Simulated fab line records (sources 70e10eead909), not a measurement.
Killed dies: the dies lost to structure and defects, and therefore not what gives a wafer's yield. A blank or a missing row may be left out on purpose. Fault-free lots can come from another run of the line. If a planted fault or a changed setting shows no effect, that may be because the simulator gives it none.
fab line records    flow nandHarc
[record] lots = 6  wafers = 18  lastDay = 32
route steps=1302 shown A_STAIRCASE@823 END@1302
lots with no fault: from the same line, run without faults
startH: start of the lot's first displayed wafer, in hours after the record's first day    waitH: hours from the lot's prior step to this one    " same as the row above    L1.1+2: a single row standing in for several wafers    - either no value or no given start    * or withheld: withheld    < > ~ a bound
route shown NAME@n: a module of which the file shows steps, and the number in the route of the first    usual: average and standard deviation across the fault-free wafers    same: alike in all rows    chamber/n: place in a boat    sites: the reading at each site    _std_site: standard deviation of those values    _edge_site: the outer-site mean with the inner-site mean subtracted    radiusMm: how far each site lies from the wafer's centre    mask NAME#n: copy n    behind: the tool/chamber that last shaped the wafer    hold: what put the lot on hold/how long, in hours/how the hold closed    device: the transistor (n, p or np) that didn't switch    end of line: at the end of the route, the tests of the same wafers    step lacking rows: just its recipe    killed: dies lost to structure and defects at the first sort, not the wafer's yield    map: a wafer's dies, x killed, . not, _ none there
set.NAME: setting as actually run; set.NAME@STEP: the setting as run at that earlier step    model.NAME: the simulator's own value behind a step, which no gauge read
lots seen at some steps along the route; tables by step, rows by wafer
services: when a tool's chamber went out of use (startH, in hours from the record's first day, below 0 if earlier), for how many hours, and the reason
[[steps]]
[step NHARC_A_STAIRCASE_SOFTBAKE_305]
[recipe] tempC = 135  timeS = 170
[step NHARC_A_STAIRCASE_EBR_306]
[step NHARC_A_STAIRCASE_EXPOSE_307]
[recipe] na = 0.5  doseMj = 45.72  maskId = CHOP_50
[step NHARC_A_STAIRCASE_PEB_308]
[recipe] pebTempC = 115  pebTimeS = 130
[step NHARC_A_STAIRCASE_DEVELOP_309]
[recipe] timeS = 140
[step NHARC_A_STAIRCASE_HARDBAKE_311]
[recipe] tempC = 120  timeS = 140
[step NHARC_A_STAIRCASE_DESCUM_312]
[recipe] timeS = 3  o2FlowSccm = 200  arFlowSccm = 0  biasPowerW = 0  chemistry = O2
[usual] drypumpMotorCurrentA = 5.8/0.48  oesProductAu = 1.002/0.015  rfVppV = 57.7/0.86  showerheadPlenumPTorr = 1.88/0.09  throttleValvePct = 11.311/0.0084
[same] biasPowerW = 0
lot.wafer  tool        chamber  startH  waitH  drypumpMotorCurrentA  oesProductAu  rfHoursCounterH  rfVppV  showerheadPlenumPTorr  throttleValvePct
L301.3     rieDiel-05  1        419.61  -      5.1                   1.010         0                58.1    1.86                   11.309
L301.4     "           2        "       "      5.5                   1.026         0                56.6    1.87                   11.315
L301.5     "           3        "       "      5.7                   0.996         -                59.1    2.06                   11.318
L304.1     rieDiel-05  0        436.99  -      5.8                   1.004         8                57.9    1.94                   11.320
L304.3     "           3        "       "      5.7                   0.985         4                57.8    2.06                   11.303
L304.6     "           0        "       "      5.8                   1.013         -                59.1    1.94                   11.302
L310.4     rieDiel-04  0        493.68  -      5.4                   0.993         42               57.9    1.78                   11.312
L310.5     "           0        "       "      5.3                   0.985         -                57.8    1.78                   11.310
L310.6     "           1        "       "      6.6                   1.006         -                57.4    1.95                   11.307
L313.3     rieDiel-05  2        519.32  -      5.5                   1.034         30               59.9    1.86                   11.310
L313.2     "           3        "       "      5.7                   0.993         31               58.2    2.05                   11.307
L313.5     "           1        "       "      5.1                   1.015         -                58.5    1.85                   11.301
L315.2     rieDiel-10  2        541.46  -      5.5                   1.014         36               57.8    1.77                   11.304
L315.4     "           3        "       "      6.1                   0.983         43               58.5    1.89                   11.300
L315.3     "           0        "       "      6.1                   0.985         44               57.3    1.77                   11.320
L319.4     rieDiel-10  3        589.27  -      6.1                   0.994         61               58.6    1.89                   11.300
L319.1     "           0        "       "      6.1                   0.983         61               57.1    1.76                   11.309
L319.5     "           1        "       "      5.2                   0.993         -                58.1    1.96                   11.327
[step NHARC_A_STAIRCASE_ETCH_313]
[recipe] cf4FlowSccm = 100  chf3FlowSccm = 30  arFlowSccm = 0  rfW = 500  biasW = 200  chemistry = CF4/CHF3
[usual] biasW = 200.0/0.59  cf4FlowSccm = 100.03/0.29  drypumpMotorCurrentA = 5.8/0.48  oesProductAu = 0.931/0.018  rfVppV = 369.7/2.5  showerheadPlenumPTorr = 1.55/0.068  throttleValvePct = 16.803/0.0086
lot.wafer  tool        chamber  startH  waitH  biasW  cf4FlowSccm  drypumpMotorCurrentA  oesProductAu  rfHoursCounterH  rfVppV  showerheadPlenumPTorr  throttleValvePct
L301.3     rieDiel-05  1        419.68  0.1    200.7  100.38       5.1                   0.980         0                369.1   1.53                   16.796
L301.4     "           3        "       "      200.2  100.37       5.7                   0.943         0                374.8   1.68                   16.809
L301.5     "           1        "       "      200.7  100.34       5.1                   0.985         -                369.0   1.53                   16.804
L304.1     rieDiel-05  2        437.08  0.1    200.5  100.14       5.6                   0.948         6                369.2   1.54                   16.787
L304.3     "           1        "       "      199.7  99.82        5.1                   0.932         9                368.1   1.53                   16.815
L304.6     "           3        "       "      199.8  100.45       5.7                   0.905         -                376.0   1.68                   16.811
L310.4     rieDiel-04  0        493.80  0.1    200.3  100.59       5.3                   0.914         42               367.5   1.47                   16.799
L310.5     "           2        "       "      199.9  99.71        5.8                   0.951         -                366.5   1.47                   16.786
L310.6     "           3        "       "      201.3  100.23       6.6                   0.941         -                372.5   1.61                   16.781
L313.2     rieDiel-05  1        519.39  0.1    200.4  100.37       5.1                   0.960         31               368.3   1.52                   16.805
L313.3     "           2        "       "      199.5  99.92        5.6                   0.960         30               369.7   1.53                   16.797
L313.5     "           1        "       "      200.2  99.94        5.1                   0.960         -                370.0   1.52                   16.795
L315.3     rieDiel-10  3        541.68  0.2    198.4  100.19       6.1                   0.919         43               370.2   1.56                   16.802
L315.4     "           0        "       "      200.8  100.39       6.1                   0.915         44               366.8   1.46                   16.809
L315.2     "           1        "       "      199.5  99.79        5.2                   0.919         36               372.1   1.62                   16.789
L319.1     rieDiel-10  2        589.44  0.2    199.8  100.20       5.6                   0.933         52               367.4   1.45                   16.818
L319.4     "           1        "       "      199.1  99.82        5.2                   0.909         52               372.5   1.61                   16.796
L319.5     "           3        "       "      200.2  99.99        6.1                   0.915         -                368.8   1.55                   16.795
[step NHARC_A_STAIRCASE_HM_OPEN_463]
[recipe] o2FlowSccm = 400  cosFlowSccm = 20  arFlowSccm = 0  rfW = 500  biasW = 300  chemistry = O2/COS
[usual] biasW = 300.0/0.99  drypumpMotorCurrentA = 5.8/0.49  oesProductAu = 0.999/0.014  rfVppV = 466/3.1  showerheadPlenumPTorr = 3.07/0.14  throttleValvePct = 28.331/0.0099
lot.wafer  tool        chamber  startH  waitH  biasW  drypumpMotorCurrentA  oesProductAu  rfHoursCounterH  rfVppV  showerheadPlenumPTorr  throttleValvePct
L301.4     rieDiel-05  0        -       -      299.5  5.8                   1.000         0                468     3.17                   28.348
L301.3     "           2        "       "      300.9  5.5                   1.023         0                465     3.06                   28.323
L301.5     "           3        "       "      300.3  5.7                   0.979         -                473     3.34                   28.312
L304.1     rieDiel-05  0        -       -      299.5  5.8                   1.009         8                468     3.17                   28.320
L304.3     "           2        "       "      299.3  5.5                   1.040         6                466     3.06                   28.319
L304.6     "           0        "       "      300.3  5.8                   1.002         -                468     3.17                   28.330
L310.4     rieDiel-04  0        -       -      301.7  5.3                   0.986         42               463     2.92                   28.334
L310.6     "           3        "       "      300.0  6.6                   1.007         -                469     3.19                   28.328
L310.5     "           0        "       "      298.7  5.4                   0.974         -                464     2.92                   28.321
L313.2     rieDiel-05  2        -       -      298.7  5.5                   1.020         31               466     3.05                   28.334
L313.3     "           3        "       "      300.7  5.6                   0.995         31               471     3.33                   28.328
L313.5     "           3        "       "      301.1  5.7                   0.974         -                471     3.33                   28.346
L315.3     rieDiel-10  0        -       -      301.0  6.2                   0.983         44               462     2.90                   28.341
L315.2     "           1        "       "      299.2  5.2                   0.975         36               469     3.21                   28.336
L315.4     "           2        "       "      300.6  5.5                   1.004         36               461     2.89                   28.323
L319.4     rieDiel-10  2        -       -      300.0  5.5                   1.008         52               462     2.89                   28.335
L319.1     "           3        "       "      300.3  6.1                   0.999         61               466     3.08                   28.320
L319.5     "           2        "       "      301.0  5.6                   1.004         -                460     2.89                   28.337
[step NHARC_A_STAIRCASE_STRIP_464]
[recipe] o2FlowSccm = 400  cosFlowSccm = 20  arFlowSccm = 0  biasW = 0  chemistry = O2/COS
[step NHARC_A_STAIRCASE_ETCH_453]
[recipe] targetDepthA = 300  overetchA = 30  timeS = 16.5  ionEnergyEv = 100  cf4FlowSccm = 80  o2FlowSccm = 20  arFlowSccm = 0  rfW = 300  biasW = 100  chemistry = CF4/O2
[usual] biasW = 100.0/0.32  cf4FlowSccm = 80.02/0.22  drypumpMotorCurrentA = 5.8/0.48  oes_f_703_au = 1.000/0.0049  oesProductAu = 1.002/0.014  rfVppV = 197.1/1.5  showerheadPlenumPTorr = 1.31/0.059  throttleValvePct = 13.398/0.0092
lot.wafer  tool        chamber  startH  waitH  biasW  cf4FlowSccm  drypumpMotorCurrentA  oes_f_703_au  oesProductAu  rfHoursCounterH  rfVppV  showerheadPlenumPTorr  throttleValvePct
L301.4     rieDiel-05  2        -       -      100.5  80.45        5.5                   0.997         1.012         2                199.4   1.31                   13.403
L301.3     "           3        "       "      99.6   80.01        5.7                   1.003         0.991         2                198.4   1.43                   13.401
L301.5     "           1        "       "      100.2  80.48        5.1                   0.999         0.992         -                198.5   1.30                   13.398
L304.3     rieDiel-05  3        -       -      99.9   80.09        5.6                   1.004         0.980         4                198.2   1.43                   13.398
L304.1     "           0        "       "      99.6   79.89        5.8                   1.005         0.995         8                198.3   1.36                   13.406
L304.6     "           1        "       "      100.1  80.27        5.1                   0.992         0.997         -                195.9   1.30                   13.391
L310.4     rieDiel-04  0        -       -      100.2  79.94        5.3                   0.993         0.981         42               194.3   1.25                   13.400
L310.5     "           1        "       "      99.7   79.80        6.5                   1.004         1.006         -                198.4   1.36                   13.408
L310.6     "           2        "       "      100.0  79.83        5.8                   1.011         1.021         -                197.4   1.25                   13.411
L313.3     rieDiel-05  0        -       -      99.4   80.32        5.8                   0.997         0.988         33               199.8   1.35                   13.377
L313.2     "           1        "       "      99.9   80.19        5.1                   1.003         1.000         32               198.0   1.29                   13.390
L313.5     "           1        "       "      100.0  80.11        5.1                   1.001         1.012         -                196.2   1.29                   13.387
L315.3     rieDiel-10  0        -       -      99.9   80.17        6.2                   1.005         0.998         44               195.5   1.23                   13.399
L315.4     "           1        "       "      99.8   80.35        5.2                   1.006         0.985         36               199.6   1.37                   13.394
L315.2     "           3        "       "      100.2  79.82        6.1                   0.997         1.000         44               196.8   1.32                   13.410
L319.4     rieDiel-10  1        -       -      99.9   80.12        5.2                   1.005         0.989         52               197.4   1.37                   13.399
L319.1     "           3        "       "      99.5   80.16        6.1                   1.004         0.998         62               198.3   1.32                   13.384
L319.5     "           0        "       "      99.9   80.40        6.1                   1.001         0.963         -                196.1   1.23                   13.389
[step NHARC_A_STAIRCASE_ETCH_315]
[recipe] targetDepthA = 25000  timeS = 607.1  ionEnergyEv = 800  c4f8FlowSccm = 80  o2FlowSccm = 60  arFlowSccm = withheld  rfW = 600  biasW = 3000  chemistry = C4F8/O2/Ar
[usual] biasW = 3001/9.1  chamberPressureMTorr = 25.000/0.021  oesProductAu = 0.933/0.013  rfVppV = 1822/11
lot.wafer  tool        chamber  startH  waitH  biasW  chamberPressureMTorr  oesProductAu  rfHoursCounterH  rfVppV
L301.3     rieDiel-05  2        423.00  -      -      -                     -             -                -
L301.4     "           0        "       "      -      -                     -             -                -
L301.5     "           1        "       "      -      -                     -             -                -
L304.3     rieDiel-05  1        437.74  -      -      -                     -             -                -
L304.1     "           2        "       "      -      -                     -             -                -
L304.6     "           0        "       "      -      -                     -             -                -
L310.4     rieDiel-04  3        494.42  -      3008   25.007                0.943         44               1832
L310.6     "           1        "       "      2997   24.976                0.930         -                1832
L310.5     "           2        "       "      2995   25.009                0.955         -                1811
L313.2     rieDiel-05  2        520.96  -      3005   24.991                0.940         31               1820
L313.3     "           0        "       "      3001   24.998                0.921         34               1829
L313.5     "           2        "       "      3005   24.994                0.926         -                1821
L315.2     rieDiel-10  2        542.25  -      2989   24.972                0.956         36               1808
L315.4     "           3        "       "      3014   24.983                0.928         44               1824
L315.3     "           0        "       "      2987   25.033                0.915         44               1807
L319.1     rieDiel-10  2        590.07  -      2995   24.984                0.932         52               1807
L319.4     "           0        "       "      2998   25.019                0.914         61               1807
L319.5     "           1        "       "      3004   25.026                0.920         -                1834
[step NHARC_A_STAIRCASE_STRIP_316]
[recipe] o2FlowSccm = 500  arFlowSccm = 0  biasW = 0  chemistry = O2
[usual] drypumpMotorCurrentA = 5.8/0.48  oesProductAu = 1.000/0.015  rfVppV = 57.5/0.82  showerheadPlenumPTorr = 3.47/0.15  throttleValvePct = 17.036/0.0079
[same] biasW = 0
lot.wafer  tool        chamber  startH  waitH  drypumpMotorCurrentA  oesProductAu  rfHoursCounterH  rfVppV  showerheadPlenumPTorr  throttleValvePct
L301.3     rieDiel-05  2        -       -      5.6                   1.026         2                57.7    3.46                   17.042
L301.4     "           0        "       "      5.8                   1.005         4                56.0    3.58                   17.039
L301.5     "           1        "       "      5.1                   1.013         -                57.3    3.43                   17.036
L304.3     rieDiel-05  3        -       -      5.7                   0.980         4                58.1    3.77                   17.044
L304.1     "           1        "       "      5.1                   1.001         9                56.5    3.43                   17.045
L304.6     "           3        "       "      5.7                   0.965         -                57.9    3.77                   17.035
L310.4     rieDiel-04  1        -       -      6.6                   1.005         -                58.1    3.59                   17.018
L310.6     "           2        "       "      5.7                   1.015         -                57.0    3.31                   17.040
L310.5     "           0        "       "      5.3                   0.996         -                56.3    3.30                   17.031
L313.3     rieDiel-05  3        -       -      5.7                   0.982         31               58.7    3.76                   17.027
L313.2     "           1        "       "      5.1                   0.998         32               56.4    3.41                   17.030
L313.5     "           0        "       "      5.8                   1.010         -                58.3    3.57                   17.040
L315.3     rieDiel-10  3        -       -      6.1                   0.986         44               57.6    3.49                   17.031
L315.4     "           1        "       "      5.2                   0.974         36               59.5    3.62                   17.029
L315.2     "           2        "       "      5.6                   1.004         36               57.4    3.27                   17.025
L319.1     rieDiel-10  2        -       -      5.5                   0.993         53               57.8    3.26                   17.030
L319.4     "           1        "       "      5.2                   0.995         53               58.2    3.61                   17.038
L319.5     "           2        "       "      5.6                   1.008         -                57.9    3.26                   17.034
[step NHARC_END_SORT_01]
[recipe] tempC = 25
[usual] killedAtArray = 52/17  killedAtOther = 1.2/1.4  killedAtPeriphery = 4.7/2.9  killedDies = 58/17  killedOpen = 3.2/1.9  killedShort = 2.4/1.4
[same] grossDies = 677
lot.wafer  tool       chamber  startH  waitH  hold                   killedAtArray  killedAtOther  killedAtPeriphery  killedDies  killedOpen  killedShort
L301.3     prober-02  0        600.30  3.1    awaitDispo/5.9h/scrap  676            0              1                  677         3           4
L301.4     prober-02  0        601.09  3.4    awaitDispo/5.9h/scrap  668            1              8                  677         4           3
L301.5     prober-02  0        601.88  3.7    awaitDispo/5.9h/scrap  673            2              2                  677         2           5
L304.1     prober-01  0        616.42  2.5    awaitDispo/3.0h/scrap  669            1              7                  677         3           2
L304.3     prober-01  0        618.04  3.1    awaitDispo/3.0h/scrap  671            0              6                  677         5           1
L304.6     prober-01  0        620.47  4.1    awaitDispo/3.0h/scrap  669            1              7                  677         2           3
L310.4     prober-02  0        670.91  3.4    -                      36             1              5                  42          5           3
L310.5     prober-02  0        671.71  3.7    -                      31             3              5                  39          3           5
L310.6     prober-02  0        672.51  4.0    -                      47             1              3                  51          6           0
L313.2     prober-01  0        698.78  2.8    -                      84             0              3                  87          7           5
L313.3     prober-01  0        699.59  3.1    -                      69             2              1                  72          3           1
L313.5     prober-01  0        701.20  3.7    -                      74             0              1                  75          4           4
L315.2     prober-02  0        716.10  2.8    -                      70             3              2                  75          4           0
L315.3     prober-02  0        716.89  3.1    -                      69             1              4                  74          6           1
L315.4     prober-02  0        717.69  3.4    -                      71             1              3                  75          4           2
L319.1     prober-02  0        772.88  2.5    -                      33             1              3                  37          3           0
L319.4     prober-02  0        775.28  3.4    -                      32             1              6                  39          4           4
L319.5     prober-02  0        776.08  3.7    -                      44             3              5                  52          5           2
// killed by level:class
L301.3 A_STAIRCASE:areaEtch=602 A_CHANNEL_HOLE_D2:chamberFilmFlake=26 A_SLIT:chamberFilmFlake=24 A_STAIRCASE:chamberFilmFlake=7 A_CHANNEL_HOLE_D1:chamberFilmFlake=5 A_CONTACT:chamberFilmFlake=3 A_WL_FILL:geometricParticle:short=2 A_CHANNEL_FILL_D1:chamberFilmFlake=2
L301.4 A_STAIRCASE:areaEtch=622 A_CHANNEL_HOLE_D2:chamberFilmFlake=19 A_SLIT:chamberFilmFlake=12 A_STAIRCASE:chamberFilmFlake=7 P_M2:chamberFilmFlake=4 P_ZERO_WELL:chamberFilmFlake=2 A_CHANNEL_HOLE_D1:chamberFilmFlake=2 P_GATE:geometricParticle:open=1
L301.5 A_STAIRCASE:areaEtch=600 A_SLIT:chamberFilmFlake=30 A_CHANNEL_HOLE_D2:chamberFilmFlake=24 A_STAIRCASE:chamberFilmFlake=8 A_CONTACT:chamberFilmFlake=3 A_ONON_D2:geometricParticle:short=2 THIN_TSV:chamberFilmFlake=2 P_GATE:geometricParticle:short=1
L304.1 A_STAIRCASE:areaEtch=613 A_CHANNEL_HOLE_D1:chamberFilmFlake=28 A_CHANNEL_HOLE_D2:chamberFilmFlake=8 A_CONTACT:chamberFilmFlake=6 A_M1:chamberFilmFlake=5 P_ZERO_WELL:chamberFilmFlake=3 P_GATE:chamberFilmFlake=2 A_DECK1_JOINT:chamberFilmFlake=2
L304.3 A_STAIRCASE:areaEtch=618 A_CHANNEL_HOLE_D1:chamberFilmFlake=27 A_CHANNEL_HOLE_D2:chamberFilmFlake=8 A_STAIRCASE:chamberFilmFlake=5 A_CONTACT:chamberFilmFlake=4 P_M0:geometricParticle:open=3 A_M1:chamberFilmFlake=3 A_WL_FILL:chamberFilmFlake=2
L304.6 A_STAIRCASE:areaEtch=638 A_CHANNEL_HOLE_D1:chamberFilmFlake=15 A_CONTACT:chamberFilmFlake=4 A_CHANNEL_HOLE_D2:chamberFilmFlake=3 P_ZERO_WELL:chamberFilmFlake=2 P_GATE:chamberFilmFlake=2 A_STAIRCASE:chamberFilmFlake=2 A_M1:chamberFilmFlake=2
L310.4 A_CHANNEL_HOLE_D2:chamberFilmFlake=14 A_CONTACT:chamberFilmFlake=10 A_CHANNEL_HOLE_D1:chamberFilmFlake=3 P_M0:geometricParticle:short=2 P_CONTACT:chamberFilmFlake=2 A_CHANNEL_FILL_D2:chamberFilmFlake=2 P_CONTACT:geometricParticle:open=1 A_CHANNEL_FILL_D1:geometricParticle:open=1
L310.5 A_CHANNEL_HOLE_D2:chamberFilmFlake=10 A_CHANNEL_HOLE_D1:chamberFilmFlake=9 A_WL_FILL:chamberFilmFlake=3 THIN_TSV:chamberFilmFlake=3 A_ONON_D1:geometricParticle:short=2 P_GATE:geometricParticle:short=1 P_CONTACT:geometricParticle:open=1 P_M0:geometricParticle:short=1
L310.6 A_CHANNEL_HOLE_D2:chamberFilmFlake=20 A_CONTACT:chamberFilmFlake=8 A_CHANNEL_HOLE_D1:chamberFilmFlake=4 A_SLIT:chamberFilmFlake=3 A_BLC:chamberFilmFlake=3 P_GATE:geometricParticle:open=2 A_M0:geometricParticle:open=2 A_STAIRCASE:chamberFilmFlake=2
L313.2 A_SLIT:chamberFilmFlake=38 A_CHANNEL_HOLE_D1:chamberFilmFlake=24 A_CONTACT:chamberFilmFlake=8 A_CHANNEL_FILL_D2:geometricParticle:short=3 A_STAIRCASE:chamberFilmFlake=2 P_CONTACT:geometricParticle:open=1 P_M1:geometricParticle:open=1 A_SOURCE_PLATE:geometricParticle:short=1
L313.3 A_CHANNEL_HOLE_D1:chamberFilmFlake=24 A_SLIT:chamberFilmFlake=23 A_CONTACT:chamberFilmFlake=10 A_CHANNEL_FILL_D2:chamberFilmFlake=5 A_STAIRCASE:chamberFilmFlake=3 THIN_TSV:chamberFilmFlake=2 P_M1:geometricParticle:open=1 A_ONON_D2:geometricParticle:open=1
L313.5 A_SLIT:chamberFilmFlake=28 A_CHANNEL_HOLE_D1:chamberFilmFlake=25 A_CONTACT:chamberFilmFlake=7 A_SGD_CUT:chamberFilmFlake=2 A_STAIRCASE:chamberFilmFlake=2 A_BONDPAD:chamberFilmFlake=2 P_M0:geometricParticle:open=1 A_ONON_D1:geometricParticle:short=1
L315.2 A_CHANNEL_HOLE_D1:chamberFilmFlake=28 A_CHANNEL_HOLE_D2:chamberFilmFlake=15 A_SLIT:chamberFilmFlake=14 A_STAIRCASE:chamberFilmFlake=4 P_GATE:geometricParticle:open=2 A_CHANNEL_FILL_D1:chamberFilmFlake=2 A_CHANNEL_FILL_D2:chamberFilmFlake=2 A_CONTACT:chamberFilmFlake=2
L315.3 A_CHANNEL_HOLE_D1:chamberFilmFlake=25 A_SLIT:chamberFilmFlake=15 A_CHANNEL_HOLE_D2:chamberFilmFlake=9 A_CONTACT:chamberFilmFlake=4 A_WL_FILL:chamberFilmFlake=3 A_CONTACT:geometricParticle:open=2 P_ZERO_WELL:chamberFilmFlake=2 A_ZERO_WELL:chamberFilmFlake=2
L315.4 A_SLIT:chamberFilmFlake=29 A_CHANNEL_HOLE_D1:chamberFilmFlake=15 A_CHANNEL_HOLE_D2:chamberFilmFlake=14 A_CHANNEL_FILL_D1:chamberFilmFlake=4 P_ZERO_WELL:chamberFilmFlake=2 A_STAIRCASE:chamberFilmFlake=2 P_M0:geometricParticle:open=1 A_ONON_D1:geometricParticle:open=1
L319.1 A_CHANNEL_HOLE_D1:chamberFilmFlake=19 A_SLIT:chamberFilmFlake=7 P_M2:chamberFilmFlake=2 A_WL_FILL:chamberFilmFlake=2 A_M1:chamberFilmFlake=2 P_M1:geometricParticle:open=1 A_DECK1_JOINT:geometricParticle:open=1 A_M0:geometricParticle:open=1
L319.4 A_CHANNEL_HOLE_D1:chamberFilmFlake=13 A_SLIT:chamberFilmFlake=7 P_M2:chamberFilmFlake=3 A_STAIRCASE:chamberFilmFlake=3 A_CONTACT:chamberFilmFlake=2 P_CONTACT:geometricParticle:open=1 P_M0:geometricParticle:short=1 P_M1:geometricParticle:open=1
L319.5 A_CHANNEL_HOLE_D1:chamberFilmFlake=15 A_SLIT:chamberFilmFlake=7 A_STAIRCASE:chamberFilmFlake=6 A_M1:chamberFilmFlake=5 A_WL_FILL:chamberFilmFlake=3 THIN_TSV:chamberFilmFlake=3 A_CONTACT:chamberFilmFlake=2 P_GATE:geometricParticle:open=1
// map L301.3 (x killed, . not)
____________x____________
_________xxxxxxx_________
_______xxxxxxxxxxx_______
______xxxxxxxxxxxxx______
_____xxxxxxxxxxxxxxx_____
____xxxxxxxxxxxxxxxxx____
____xxxxxxxxxxxxxxxxx____
___xxxxxxxxxxxxxxxxxxx___
___xxxxxxxxxxxxxxxxxxx___
__xxxxxxxxxxxxxxxxxxxxx__
__xxxxxxxxxxxxxxxxxxxxx__
_xxxxxxxxxxxxxxxxxxxxxxx_
_xxxxxxxxxxxxxxxxxxxxxxx_
_xxxxxxxxxxxxxxxxxxxxxxx_
_xxxxxxxxxxxxxxxxxxxxxxx_
_xxxxxxxxxxxxxxxxxxxxxxx_
xxxxxxxxxxxxxxxxxxxxxxxxx
xxxxxxxxxxxxxxxxxxxxxxxxx
xxxxxxxxxxxxxxxxxxxxxxxxx
xxxxxxxxxxxxxxxxxxxxxxxxx
xxxxxxxxxxxxxxxxxxxxxxxxx
_xxxxxxxxxxxxxxxxxxxxxxx_
_xxxxxxxxxxxxxxxxxxxxxxx_
_xxxxxxxxxxxxxxxxxxxxxxx_
_xxxxxxxxxxxxxxxxxxxxxxx_
_xxxxxxxxxxxxxxxxxxxxxxx_
__xxxxxxxxxxxxxxxxxxxxx__
__xxxxxxxxxxxxxxxxxxxxx__
___xxxxxxxxxxxxxxxxxxx___
___xxxxxxxxxxxxxxxxxxx___
____xxxxxxxxxxxxxxxxx____
____xxxxxxxxxxxxxxxxx____
_____xxxxxxxxxxxxxxx_____
______xxxxxxxxxxxxx______
_______xxxxxxxxxxx_______
_________xxxxxxx_________
____________x____________
// map L304.1 (x killed, . not)
____________x____________
_________xxxxxxx_________
_______xxxxxxxxxxx_______
______xxxxxxxxxxxxx______
_____xxxxxxxxxxxxxxx_____
____xxxxxxxxxxxxxxxxx____
____xxxxxxxxxxxxxxxxx____
___xxxxxxxxxxxxxxxxxxx___
___xxxxxxxxxxxxxxxxxxx___
__xxxxxxxxxxxxxxxxxxxxx__
__xxxxxxxxxxxxxxxxxxxxx__
_xxxxxxxxxxxxxxxxxxxxxxx_
_xxxxxxxxxxxxxxxxxxxxxxx_
_xxxxxxxxxxxxxxxxxxxxxxx_
_xxxxxxxxxxxxxxxxxxxxxxx_
_xxxxxxxxxxxxxxxxxxxxxxx_
xxxxxxxxxxxxxxxxxxxxxxxxx
xxxxxxxxxxxxxxxxxxxxxxxxx
xxxxxxxxxxxxxxxxxxxxxxxxx
xxxxxxxxxxxxxxxxxxxxxxxxx
xxxxxxxxxxxxxxxxxxxxxxxxx
_xxxxxxxxxxxxxxxxxxxxxxx_
_xxxxxxxxxxxxxxxxxxxxxxx_
_xxxxxxxxxxxxxxxxxxxxxxx_
_xxxxxxxxxxxxxxxxxxxxxxx_
_xxxxxxxxxxxxxxxxxxxxxxx_
__xxxxxxxxxxxxxxxxxxxxx__
__xxxxxxxxxxxxxxxxxxxxx__
___xxxxxxxxxxxxxxxxxxx___
___xxxxxxxxxxxxxxxxxxx___
____xxxxxxxxxxxxxxxxx____
____xxxxxxxxxxxxxxxxx____
_____xxxxxxxxxxxxxxx_____
______xxxxxxxxxxxxx______
_______xxxxxxxxxxx_______
_________xxxxxxx_________
____________x____________
[[services]]
tool        chamber  startH  hours  kind
rieDiel-05  -        410.51  9.0    pm
rieDiel-05  0        410.51  9.0    ventCycle
rieDiel-05  1        410.51  9.0    ventCycle
rieDiel-05  2        410.51  9.0    ventCycle
rieDiel-05  3        410.51  9.0    ventCycle
rieDiel-05  0        419.51  -      clean
rieDiel-05  1        419.51  -      clean
rieDiel-05  2        419.51  -      clean
rieDiel-05  3        419.51  -      clean
rieDiel-10  -        421.86  9.0    pm
rieDiel-05  3        424.54  4.8    repair
rieDiel-05  0        444.27  -      clean
rieDiel-05  1        444.27  -      clean
rieDiel-05  2        444.27  -      clean
rieDiel-05  3        444.27  -      clean
rieDiel-05  0        468.77  -      clean
rieDiel-05  1        468.77  -      clean
rieDiel-10  1        482.68  6.5    repair
rieDiel-04  3        494.50  4.0    repair
rieDiel-04  -        532.68  9.0    pm
rieDiel-10  2        543.91  4.8    repair
rieDiel-05  -        561.39  0.7    repair
rieDiel-05  1        576.02  10.6   repair
rieDiel-05  -        587.51  9.0    pm
[[key]]
[firstSign] step = NHARC_A_STAIRCASE_ETCH_315  reading = toolRecord  direction = missing
[effect] step = NHARC_END_SORT_01  reading = killedAtArray  direction = up  sigmas = 37  usual = 52  struck = 671
[moreKillsBornAt] NHARC_A_STAIRCASE_ETCH_315@rieDiel-05 = 3690
metAt NHARC_A_STAIRCASE_ETCH_315
struckWafers L301.3,L301.4,L301.5,L304.1,L304.3,L304.6
laterRowsLeftOut L301.3,L301.4,L301.5,L304.1,L304.3,L304.6
testerLeftOut L301,L304
[fault] kind = skippedStepWhole  tool = rieDiel-05  chamber = -  onsetH = 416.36  steps = NHARC_A_STAIRCASE_ETCH_315  scope = struckLotsOnly
// testerLeftOut: of these lots the tester's yield and bins aren't shown, on N5 and GAA mostly nor the transistor test; their killed dies are dies lost to structure and defects alone, not to doping, threshold or leakage, so they don't give the yield
// laterRowsLeftOut: the simulator's readings of these wafers behind a module that went badly wrong aren't trusted and aren't shown, but for the sort
